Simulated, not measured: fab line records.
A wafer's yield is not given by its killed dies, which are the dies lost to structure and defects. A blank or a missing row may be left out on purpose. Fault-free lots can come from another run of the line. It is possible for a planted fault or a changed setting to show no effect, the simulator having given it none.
Chamber matching	flow n5Finfet	rieDiel-06 running N5_GATE_CUT_STRIP_41: 4 sister chambers
The step strips in CF4. 4 wafers are shown with their chamber, then 8 later ones without.

WAFERS, EACH WITH ITS CHAMBER
wafer	chamber	showerheadPlenumPTorr (Torr)
L087.3	2	1.73
L087.5	1	1.74
L087.6	0	1.85
L092.3	3	1.70

WAFERS WHOSE CHAMBER IS MISSING
wafer	showerheadPlenumPTorr (Torr)
L092.5	1.72
L092.6	1.70
L094.1	1.70
L094.2	1.73
L094.4	1.85
L097.4	1.73
L097.5	1.85
L097.6	1.73

EACH ONE'S CHAMBER
wafer	from the rows above	in truth
L092.5	2	2
L092.6	3	3
L094.1	3	3
L094.2	2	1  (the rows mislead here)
L094.4	0	0
L097.4	2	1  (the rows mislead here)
L097.5	0	0
L097.6	2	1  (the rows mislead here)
Correct placement for 5 of the 8. Can't be placed from these rows: 0. Placed wrongly: 3.
How it was worked out, from the rows above alone: a wafer's distance from a chamber is the root of the sum, over the readings, of the square of ((its reading less the chamber's mean) divided by the reading's scatter). The wafer belongs to the nearest chamber; if the next one is less than 2 further off, it can't be placed. For every chamber, the mean is computed from those of its wafers that are shown. The scatter (one wafer shown for each chamber): square how far every hidden wafer sits from the nearest shown wafer, average those squares and take the square root.
